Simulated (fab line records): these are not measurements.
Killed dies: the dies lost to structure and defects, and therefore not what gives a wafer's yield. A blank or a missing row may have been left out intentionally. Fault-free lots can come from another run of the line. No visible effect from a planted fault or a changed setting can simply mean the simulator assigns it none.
fab line records	flow n5-finfet
record lots=9	wafers=27	last-day=17
route steps=1938 shown BEOL_M0@715 BEOL_M4@1111 PASSIVATION@1936
lots with no fault: from the same line, run without faults
start-h: hours from the record's first day to the start of the lot's first wafer shown	wait-h: how many hours have passed since the lot's step before this one	" same as the row above	L1.1+2: one row covering several wafers at once	- no value present, or no start provided	* or withheld: withheld	< > ~ a bound
route shown NAME@n: NAME is a module with steps in the file, n the number in the route of the first one	usual: average and standard deviation across the fault-free wafers	same: alike in all rows	chamber/n: place in a boat	sites: the reading at each site	_std_site: the values' standard deviation	_edge_site: the outer-site mean with the inner-site mean subtracted	radius-mm: how far each site lies from the wafer's centre	mask NAME#n: copy n	behind: tool/chamber where the wafer was last shaped	hold: the reason the lot was held/the length of the hold in hours/how it ended	device: whichever transistor did not switch (one of n, p or np)	end of line: tests run on the same wafers once the route is complete	for a step that has no rows: nothing shown but its recipe	killed: at the first sort, the dies lost to defects and structure; wafer yield is something else	map: a wafer's dies, marking killed ones x, the rest . and places with no die _
set.NAME: the setting the step ran with; set.NAME@STEP: the setting that earlier step ran with	model.NAME: the simulator's own value behind a step, which no gauge read
route steps across a sampled set of lots; one table per step, one row per wafer
services: from which hour (start-h, from the record's first day; less than 0 if before it) a tool's chamber was out of use, for how many hours, and why
## steps
# step N5_BEOL_M0_ETCH_138
# recipe chemistry=CH3F/O2	target-depth-a=120	target=SiCN	time-s=31.6	ion-energy-ev=120	pressure-mtorr=30	source-w=395	bias-w=75	Ar_flow_sccm=150	CH3F_flow_sccm=30	O2_flow_sccm=20	ends=cleared
# usual CH3F_flow_sccm=30.00/0.091	O2_flow_sccm=20.00/0.058	bias-w=75.03/0.25	drypump-motor-current-A=5.7/0.46	etch-rf-on-time-s=28.7/1.1	oes-product-au=0.67/0.075	rf-vpp-V=297.9/1.7	showerhead-plenum-p-Torr=2.04/0.081	throttle-valve-pct=16.37/0.23
lot.wafer	tool	chamber	start-h	wait-h	CH3F_flow_sccm	O2_flow_sccm	bias-w	drypump-motor-current-A	etch-rf-on-time-s	oes-product-au	rf-hours-counter-h	rf-vpp-V	showerhead-plenum-p-Torr	throttle-valve-pct
L878.1	rie-diel-03	2	113.89	0.0	29.94	20.13	75.05	6.0	26.0	0.69	122	296.5	1.93	16.24
L878.2	"	3	"	"	29.97	19.99	75.15	5.6	27.8	0.61	179	298.3	2.07	16.73
L878.4	"	0	"	"	30.04	19.90	75.07	6.3	28.7	0.63	156	299.6	2.08	16.56
L880.1	rie-diel-03	0	129.40	0.0	30.13	19.89	74.74	6.3	28.9	0.62	162	298.9	2.08	16.57
L880.2	"	2	"	"	30.05	19.94	74.86	6.0	27.3	0.69	127	295.8	1.92	16.25
L880.4	"	3	"	"	29.89	20.03	74.84	5.6	29.7	0.60	184	299.9	2.07	16.74
L882.2	rie-diel-03	1	138.01	0.0	29.86	19.94	74.91	5.2	27.2	0.78	37	299.3	2.13	16.03
L882.3	"	0	"	"	29.86	19.97	74.86	6.3	29.7	0.61	165	298.3	2.08	16.57
L882.5	"	2	"	"	29.96	20.00	74.95	6.0	29.1	0.68	-	297.0	1.92	16.28
L883.1	rie-diel-01	0	142.05	0.0	30.01	20.03	75.00	6.5	28.3	0.72	56	299.0	2.05	16.14
L883.2	"	3	"	"	29.94	19.93	75.24	5.7	28.1	0.64	174	298.6	2.07	16.32
L883.6	"	1	"	"	29.94	19.97	74.83	5.7	29.5	0.62	-	295.0	1.91	16.30
L884.1	rie-diel-03	3	151.48	0.0	30.06	20.02	75.02	5.6	28.8	0.60	192	300.2	2.07	16.73
L884.2	"	1	"	"	30.11	19.95	75.69	5.2	27.2	0.78	43	298.6	2.13	16.04
L884.4	"	0	"	"	29.96	19.99	75.15	6.2	30.5	0.62	170	298.1	2.08	16.58
L895.2	rie-diel-03	1	215.26	0.0	30.02	19.95	74.75	5.2	27.3	0.76	69	299.3	2.12	16.07
L895.3	"	0	"	"	29.96	19.98	75.30	6.2	30.8	0.60	201	297.7	2.07	16.64
L895.5	"	1	"	"	29.87	20.04	73.95	5.1	26.8	0.75	-	299.2	2.12	16.06
L897.1	rie-diel-03	2	227.93	0.0	30.08	19.95	75.39	6.0	28.3	0.66	174	295.4	1.91	16.34
L897.5	"	3	"	"	29.98	20.02	74.98	5.6	28.8	0.57	-	298.0	2.06	16.81
L897.6	"	0	"	"	29.82	20.03	74.91	6.3	31.7	0.58	-	300.6	2.06	16.67
L898.2	rie-diel-03	2	241.93	0.0	29.99	20.10	75.18	6.0	28.0	0.65	182	294.5	1.91	16.38
L898.4	"	0	"	"	30.10	20.07	75.08	6.2	31.2	0.59	213	298.6	2.06	16.66
L898.6	"	3	"	"	30.03	19.96	74.66	5.6	30.6	0.56	-	299.2	2.05	16.82
L901.2	rie-diel-01	1	253.94	0.0	29.98	20.11	74.82	5.8	29.5	0.59	234	295.0	1.90	16.37
L901.3	"	2	"	"	30.07	19.96	74.94	5.0	27.8	0.77	46	298.9	2.12	16.36
L901.4	"	3	"	"	30.11	20.00	75.03	5.6	28.0	0.61	223	298.9	2.06	16.39
# step N5_BEOL_M0_HM_STRIP_129
# recipe chemistry=peroxide-tin-strip	material=TiN	target-depth-a=170	temp-c=50	time-s=108
# usual bath-guard-temp-C=50.0/0.55	bath-heat-duty-pct=7.1/0.75
lot.wafer	tool	chamber	start-h	wait-h	bath-guard-temp-C	bath-heat-duty-pct
L878.1	wet-bench-03	4	114.61	0.0	49.9	7.8
L878.2	"	5	"	"	49.3	7.3
L878.4	"	7	"	"	50.2	6.1
L880.1	wet-bench-03	2	131.60	0.0	49.8	7.7
L880.2	"	5	"	"	49.7	7.5
L880.4	"	0	"	"	49.6	6.7
L882.2	wet-bench-04	7	140.56	0.0	-	-
L882.3	"	1	"	"	-	-
L882.5	"	2	"	"	-	-
L883.1	wet-bench-03	7	145.06	0.0	-	-
L883.2	"	6	"	"	-	-
L883.6	"	4	"	"	-	-
L884.1	wet-bench-03	2	152.42	0.0	49.8	7.2
L884.2	"	1	"	"	48.8	9.5
L884.4	"	0	"	"	49.7	7.1
L895.2	wet-bench-03	4	216.70	0.0	49.4	7.5
L895.3	"	1	"	"	48.9	8.6
L895.5	"	5	"	"	49.9	6.8
L897.1	wet-bench-03	6	228.86	0.0	50.0	7.2
L897.5	"	5	"	"	49.7	6.9
L897.6	"	7	"	"	50.1	6.4
L898.2	wet-bench-04	5	244.16	0.0	50.4	7.0
L898.4	"	3	"	"	50.1	6.5
L898.6	"	7	"	"	51.1	7.1
L901.2	wet-bench-04	1	254.69	0.0	50.6	6.5
L901.3	"	5	"	"	50.2	6.2
L901.4	"	2	"	"	50.0	7.5
# step N5_BEOL_M0_DEGAS_112
# recipe ambient=vacuum	temp-c=250	time-s=60
# usual heater-power-w=324/45
lot.wafer	tool	chamber	start-h	wait-h	heater-power-w
L878.1	pvd-sputter-02	-	116.33	1.5	278
L878.2	"	-	"	"	289
L878.4	"	-	"	"	283
L880.1	pvd-sputter-03	-	133.45	1.6	309
L880.2	"	-	"	"	423
L880.4	"	-	"	"	352
L882.2	pvd-sputter-03	-	141.57	0.2	336
L882.3	"	-	"	"	299
L882.5	"	-	"	"	290
L883.1	pvd-sputter-02	-	146.68	1.0	289
L883.2	"	-	"	"	353
L883.6	"	-	"	"	285
L884.1	pvd-sputter-03	-	153.02	0.4	296
L884.2	"	-	"	"	429
L884.4	"	-	"	"	295
L895.2	pvd-sputter-03	-	218.72	1.8	300
L895.3	"	-	"	"	313
L895.5	"	-	"	"	345
L897.1	pvd-sputter-03	-	230.67	1.2	311
L897.5	"	-	"	"	423
L897.6	"	-	"	"	305
L898.2	pvd-sputter-02	-	244.82	0.0	283
L898.4	"	-	"	"	294
L898.6	"	-	"	"	290
L901.2	pvd-sputter-02	-	255.27	0.4	290
L901.3	"	-	"	"	288
L901.4	"	-	"	"	287
# step N5_BEOL_M0_SURFACE_TREAT_137
# recipe gas=Ar	time-s=*	ion-energy-ev=*	ion-current-ma-cm2=0.5	pressure-mtorr=*	ar-flow-sccm=30
# usual throttle-valve-pct=*
lot.wafer	tool	chamber	start-h	wait-h	throttle-valve-pct
L878.1	pvd-sputter-02	-	116.73	0.2	*
L878.2	"	-	"	"	*
L878.4	"	-	"	"	*
L880.1	pvd-sputter-03	-	133.91	0.2	*
L880.2	"	-	"	"	*
L880.4	"	-	"	"	*
L882.2	pvd-sputter-01	-	143.31	1.5	*
L882.3	"	-	"	"	*
L882.5	"	-	"	"	*
L883.1	pvd-sputter-02	-	147.08	0.2	*
L883.2	"	-	"	"	*
L883.6	"	-	"	"	*
L884.1	pvd-sputter-03	-	153.42	0.2	*
L884.2	"	-	"	"	*
L884.4	"	-	"	"	*
L895.2	pvd-sputter-03	-	219.10	0.2	*
L895.3	"	-	"	"	*
L895.5	"	-	"	"	*
L897.1	pvd-sputter-01	-	231.16	0.3	*
L897.5	"	-	"	"	*
L897.6	"	-	"	"	*
L898.2	pvd-sputter-01	-	246.52	1.3	*
L898.4	"	-	"	"	*
L898.6	"	-	"	"	*
L901.2	pvd-sputter-03	-	255.81	0.3	*
L901.3	"	-	"	"	*
L901.4	"	-	"	"	*
# step N5_BEOL_M0_CMP_120
# recipe stop-on=SiOC	t-overpolish-s=6.9	down-force-psi=1	platen-rpm=50	clearing-platen-down-force-psi=1.5	clearing-platen-rpm=50	post-cmp-clean=cu-alkaline	clearing-platen-pad-velocity-m-s=0.99484	pad-velocity-m-s=0.99484
# usual barrier-field-endpoint-s=3.65/0.16	motor-current-A=6.4/0.97	slurry-filter-dp-kPa=13.50/0.14	slurry-flow-ml-min=150.0/0.53
lot.wafer	tool	chamber	start-h	wait-h	barrier-field-endpoint-s	motor-current-A	slurry-filter-dp-kPa	slurry-flow-ml-min
L878.2	cmp-03	3	117.86	0.2	3.46	5.5	13.21	149.9
L878.4	"	0	"	"	3.59	5.3	13.40	150.1
L878.1	"	2	"	"	3.51	6.4	13.65	151.1
L880.2	cmp-01	2	135.11	0.3	3.40	6.2	13.49	149.3
L880.4	"	3	"	"	3.30	5.1	13.66	149.5
L880.1	"	0	"	"	3.74	6.6	13.42	148.8
L882.2	cmp-02	2	144.46	0.3	14.99	5.4	13.44	149.1
L882.3	"	3	"	"	14.50	6.9	13.34	149.4
L882.5	"	1	"	"	15.47	7.5	13.30	148.9
L883.1	cmp-02	3	148.23	0.3	15.82	6.7	13.48	149.7
L883.2	"	1	"	"	15.84	7.2	13.59	149.4
L883.6	"	3	"	"	15.26	6.9	13.41	149.4
L884.4	cmp-03	1	155.64	0.2	3.49	8.8	13.51	150.1
L884.1	"	2	"	"	3.53	6.6	13.55	149.9
L884.2	"	3	"	"	3.50	5.8	13.39	151.0
L895.3	cmp-02	2	220.71	0.2	3.66	5.4	13.64	150.0
L895.2	"	3	"	"	3.53	6.9	13.45	150.5
L895.5	"	2	"	"	3.53	5.8	13.60	150.9
L897.1	cmp-03	2	232.29	0.3	3.51	6.0	13.49	150.2
L897.6	"	1	"	"	3.63	8.4	13.39	149.8
L897.5	"	2	"	"	3.66	6.6	13.39	149.7
L898.2	cmp-01	1	247.61	0.2	3.59	5.0	13.49	150.2
L898.4	"	2	"	"	3.43	6.7	13.36	150.6
L898.6	"	2	"	"	3.59	6.6	13.43	149.3
L901.4	cmp-03	0	257.92	0.2	3.73	5.0	13.45	149.6
L901.2	"	1	"	"	3.81	8.6	13.62	150.5
L901.3	"	2	"	"	3.80	6.2	13.44	149.6
# step N5_BEOL_M4_RC_MEAS_101
# usual DIBL_N=36.7/2.4	DIBL_P=37.4/2.9	IOFF_N=0.18/0.05	IOFF_P=0.23/0.058	ION_N=683/16	ION_P=467/11	SS_N=71.7/0.77	SS_P=73.5/0.87	VT_N=249/4.3	VT_P=-250/4.4
lot.wafer	tool	chamber	start-h	wait-h	DIBL_N[mV/V]	DIBL_P[mV/V]	IOFF_N[nA/um]	IOFF_P[nA/um]	ION_N[uA/um]	ION_P[uA/um]	SS_N[mV/dec]	SS_P[mV/dec]	VT_N[mV]	VT_P[mV]
L878.1	prober-01	0	157.25	0.8	38.7	41.7	0.22	0.29	691	467	72.6	75.5	244	-248
L878.2	"	0	"	"	35.2	37.8	0.16	0.22	671	461	71.3	73.5	251	-251
L878.4	"	0	"	"	33.1	33.2	0.11	0.14	657	456	71.1	72.6	254	-257
L880.1	prober-01	0	173.25	0.0	40.3	40.8	0.21	0.26	705	477	72.5	74.6	248	-248
L880.2	"	0	"	"	39.0	38.0	0.17	0.21	685	461	72.2	73.5	250	-254
L880.4	"	0	"	"	38.0	38.5	0.17	0.23	665	456	71.6	73.4	250	-252
L882.2	prober-01	0	190.50	0.2	37.9	36.9	0.17	0.20	657	450	72.0	73.5	251	-251
L882.3	"	0	"	"	33.1	32.0	0.11	0.14	679	458	71.3	71.7	252	-257
L882.5	"	0	"	"	34.5	32.7	0.12	0.14	660	447	70.7	72.0	257	-256
L883.1	prober-01	0	195.96	0.0	36.8	38.4	0.15	0.23	665	467	71.2	74.1	253	-250
L883.2	"	0	"	"	39.4	42.4	0.25	0.32	709	489	73.4	74.4	245	-246
L883.6	"	0	"	"	35.4	37.2	0.14	0.21	668	464	71.2	74.1	254	-254
L884.1	prober-01	0	201.04	0.0	36.1	36.6	0.17	0.26	687	481	71.3	73.1	246	-246
L884.2	"	0	"	"	37.2	36.7	0.17	0.24	664	454	72.0	73.6	249	-246
L884.4	"	0	"	"	36.5	36.5	0.17	0.24	688	474	71.9	73.3	249	-248
L895.2	prober-02	0	260.05	0.2	34.8	37.0	0.14	0.21	662	461	71.4	73.7	254	-249
L895.3	"	0	"	"	32.5	34.5	0.11	0.17	665	463	70.2	72.6	258	-253
L895.5	"	0	"	"	34.2	36.5	0.13	0.19	658	460	70.7	73.0	255	-252
L897.1	prober-01	0	278.14	0.0	40.3	42.7	0.30	0.37	702	484	73.1	74.9	240	-243
L897.5	"	0	"	"	40.3	41.8	0.27	0.34	679	466	73.4	76.0	245	-246
L897.6	"	0	"	"	35.6	37.4	0.19	0.24	703	483	71.7	72.8	245	-247
L898.2	prober-01	0	285.61	0.2	37.9	40.9	0.19	0.23	669	459	72.2	73.8	248	-251
L898.4	"	0	"	"	34.5	35.3	0.13	0.15	664	449	71.4	72.8	251	-256
L898.6	"	0	"	"	35.7	38.1	0.16	0.19	666	449	71.5	73.4	247	-254
L901.2	prober-02	0	300.90	0.2	36.6	38.0	0.18	0.20	698	473	71.7	73.0	247	-252
L901.3	"	0	"	"	37.9	38.7	0.18	0.21	673	456	71.9	73.6	249	-252
L901.4	"	0	"	"	37.5	39.5	0.22	0.24	697	466	72.2	73.6	243	-249
# step N5_PASSIVATION_PROBE_49
# usual defect-limited-yield=91.4/1.6	killed_at_M0_to_M3=31/11	killed_at_M4_up=14/5.7	killed-at-contacts=12/6	killed-at-front-end=41/13	killed-at-other=3.3/2.8	killed-dies=101/19	killed-open=67/14	killed-short=33/8.2	sort_bin_4_leakage=0.0/0.37	sort_bin_5_function=5.0/1.1	sort_bin_6_memory=3.3/0.74	sort-n-pass=1078/20	sort-yield-pct=91.3/1.7
# same gross-dies=1180	killed-at-back-side=0	sort_bin_8_speed[%]=0
lot.wafer	tool	chamber	start-h	wait-h	defect-limited-yield[%]	killed_at_M0_to_M3	killed_at_M4_up	killed-at-contacts	killed-at-front-end	killed-at-other	killed-dies	killed-open	killed-short	sort_bin_4_leakage[%]	sort_bin_5_function[%]	sort_bin_6_memory[%]	sort-n-pass	sort-yield-pct[%]
L882.2	prober-02	-	295.74	0.1	84.0	120	12	7	34	16	189	60	33	0	9.8	5.8	991	84.0
L882.3	prober-02	-	295.79	0.1	87.8	89	11	12	29	3	144	52	14	0	6.9	4.8	1036	87.8
L882.5	prober-02	-	295.89	0.2	84.8	115	23	13	25	3	179	64	28	0	9.3	5.5	1001	84.8
L883.1	prober-01	-	298.85	0.0	84.7	117	11	10	42	0	180	60	30	0	9.2	5.8	1000	84.7
L883.2	prober-01	-	298.90	0.1	84.2	126	12	6	43	0	187	70	35	0	9.3	6.3	993	84.2
L883.6	prober-01	-	299.10	0.3	83.3	129	7	12	48	1	197	76	38	0	9.7	6.5	983	83.3
# killed by level:class
L882.2 BEOL_M0:interface-void-opened=96 BEOL_M0_SAQP:geometric-particle:open=13 GATE_CUT:geometric-particle:short=7 MOL_CONTACT_COAG:geometric-particle:open=7 FIN_SAQP:geometric-particle:open=5 STI_FIN_REVEAL:geometric-particle:open=5 BEOL_M0_SAQP:geometric-particle:short=5 PAD_METAL:geometric-particle:open=5
L882.3 BEOL_M0:interface-void-opened=74 MOL_CONTACT_COAG:geometric-particle:open=12 STI_FIN_REVEAL:geometric-particle:open=7 BEOL_M4:geometric-particle:open=6 BEOL_M2:geometric-particle:open=4 HKMG_FIN:area-etch=4 GATE_CUT:geometric-particle:short=3 BEOL_M0_SAQP:geometric-particle:open=3
L882.5 BEOL_M0:interface-void-opened=87 MOL_CONTACT_COAG:geometric-particle:open=10 BEOL_M0_SAQP:geometric-particle:short=9 BEOL_M0_SAQP:geometric-particle:open=8 BEOL_M4:geometric-particle:open=8 FIN_SAQP:geometric-particle:open=6 STI_FIN_REVEAL:geometric-particle:open=6 BEOL_M4:geometric-particle:short=6
L883.1 BEOL_M0:interface-void-opened=90 FIN_SAQP:geometric-particle:short=10 STI_FIN_REVEAL:geometric-particle:open=8 MOL_CONTACT_COAG:geometric-particle:open=8 FIN_SAQP:geometric-particle:open=7 BEOL_M0_SAQP:geometric-particle:short=5 BEOL_M0_SAQP:geometric-particle:open=4 BEOL_M1:geometric-particle:open=4
L883.2 BEOL_M0:interface-void-opened=82 BEOL_M3:geometric-particle:open=11 FIN_SAQP:geometric-particle:open=8 BEOL_M2:geometric-particle:open=8 STI_FIN_REVEAL:geometric-particle:open=7 BEOL_M0_SAQP:geometric-particle:open=7 BEOL_M2:geometric-particle:short=7 FIN_SAQP:geometric-particle:short=6
L883.6 BEOL_M0:interface-void-opened=83 BEOL_M1:geometric-particle:open=14 FIN_SAQP:geometric-particle:short=12 STI_FIN_REVEAL:geometric-particle:open=12 BEOL_M2:geometric-particle:open=9 MOL_CONTACT_COAG:geometric-particle:open=9 BEOL_M0:geometric-particle:open=6 FIN_SAQP:geometric-particle:open=5
## services
tool	chamber	start-h	hours	kind
cmp-02	-	94.45	6.7	repair
rie-diel-01	1	119.12	7.1	repair
cmp-03	-	121.86	1.9	repair
rie-diel-01	2	133.21	-	clean
rie-diel-01	2	133.21	-	consumable-replace:focus-ring
rie-diel-01	2	133.21	-	consumable-replace:showerhead
rie-diel-01	2	133.21	16.2	scheduled-down
rie-diel-01	2	133.21	16.2	vent-cycle
cmp-01	-	151.31	0.8	repair
cmp-01	-	156.57	4.0	pm
rie-diel-03	0	159.33	1.3	repair
cmp-01	-	160.57	-	consumable-replace:conditioner
cmp-01	-	160.57	-	consumable-replace:pad
cmp-01	-	180.06	2.0	repair
rie-diel-03	1	185.26	8.8	repair
cmp-02	-	193.29	4.0	pm
rie-diel-03	3	194.43	6.1	repair
cmp-02	-	197.29	-	consumable-replace:conditioner
cmp-02	-	197.29	-	consumable-replace:pad
cmp-02	-	197.29	14.1	pm
cmp-03	-	219.65	3.2	repair
wet-bench-04	-	224.39	1.4	repair
wet-bench-04	-	228.07	1.4	repair
## key
first-sign step=N5_BEOL_M0_HM_STRIP_129	reading=tool-record	direction=missing
effect step=N5_BEOL_M0_CMP_120	reading=barrier-field-endpoint-s	direction=up	sigmas=74	usual=3.65	struck=15.31
effect step=N5_PASSIVATION_PROBE_49	reading=killed_at_M0_to_M3	direction=up	sigmas=8	usual=31	struck=116
met-at N5_BEOL_M0_HM_STRIP_129
struck-lots L882,L883
not-acting-at N5_BEOL_M0_ETCH_138,N5_BEOL_M0_DEGAS_112,N5_BEOL_M0_SURFACE_TREAT_137
onset-between 131.60 140.56
fault kind=skipped-step-whole	tool=wet-bench-03,wet-bench-04	chamber=-	onset-h=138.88	steps=N5_BEOL_M0_HM_STRIP_129	scope=struck-lots-only
